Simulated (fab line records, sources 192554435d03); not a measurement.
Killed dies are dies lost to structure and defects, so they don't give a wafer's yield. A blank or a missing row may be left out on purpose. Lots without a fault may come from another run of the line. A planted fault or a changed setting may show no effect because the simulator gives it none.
Chamber matching | flow n5_finfet | N5_BEOL_M0_SAQP_MANDREL_ETCH_103 on rie_si-02: 3 sister chambers
The step etches a-Si in HBr/Cl2, stops on SiCN, target depth 45 nm, bt time 10 s, time 27 s. 14 wafers are shown with their chamber, then 6 later ones without.

WAFERS WITH THEIR CHAMBER
wafer  | chamber | oes_product_au (a.u.)
L074.3 | 2       | 0.681
L074.5 | 1       | 0.696
L074.6 | 2       | 0.696
L077.1 | 1       | 0.678
L077.4 | 2       | 0.701
L077.6 | 0       | 0.676
L080.1 | 2       | 0.671
L080.3 | 0       | 0.667
L080.6 | 1       | 0.690
L081.1 | 0       | 0.663
L081.2 | 1       | 0.691
L081.5 | 0       | 0.669
L083.2 | 1       | 0.686
L083.4 | 2       | 0.698

SIGNATURES (means of the wafers above)
reading        | chamber 0 | chamber 1 | chamber 2 | scatter within a chamber
oes_product_au | 0.66875   | 0.68820   | 0.68940   | 0.0092
Rule: a wafer's distance from a chamber is the root of the sum, over the readings, of the square of ((its reading less the chamber's mean) divided by the reading's scatter). The wafer belongs to the nearest chamber; if the next one is less than 2 further off, it can't be placed. The scatter: the root of (the sum of the squares of (reading less its chamber's mean) over the shown wafers, divided by (wafers less chambers)).

WAFERS WITHOUT THEIR CHAMBER
wafer  | oes_product_au (a.u.)
L083.6 | 0.693
L091.1 | 0.685
L091.5 | 0.689
L091.6 | 0.690
L092.1 | 0.645
L092.4 | 0.692

WHICH CHAMBER EACH WENT THROUGH
wafer  | from the rows above          | in truth
L083.6 | can't be placed: 2 or 1      | 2
L091.1 | can't be placed: 1 or 2 or 0 | 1
L091.5 | can't be placed: 2 or 1      | 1
L091.6 | can't be placed: 2 or 1      | 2
L092.1 | 0                            | 0
L092.4 | can't be placed: 2 or 1      | 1
Placed correctly: 1 of 6. Can't be placed from these rows: 5 (the true chamber is among the candidates in 5). Placed wrongly: 0.
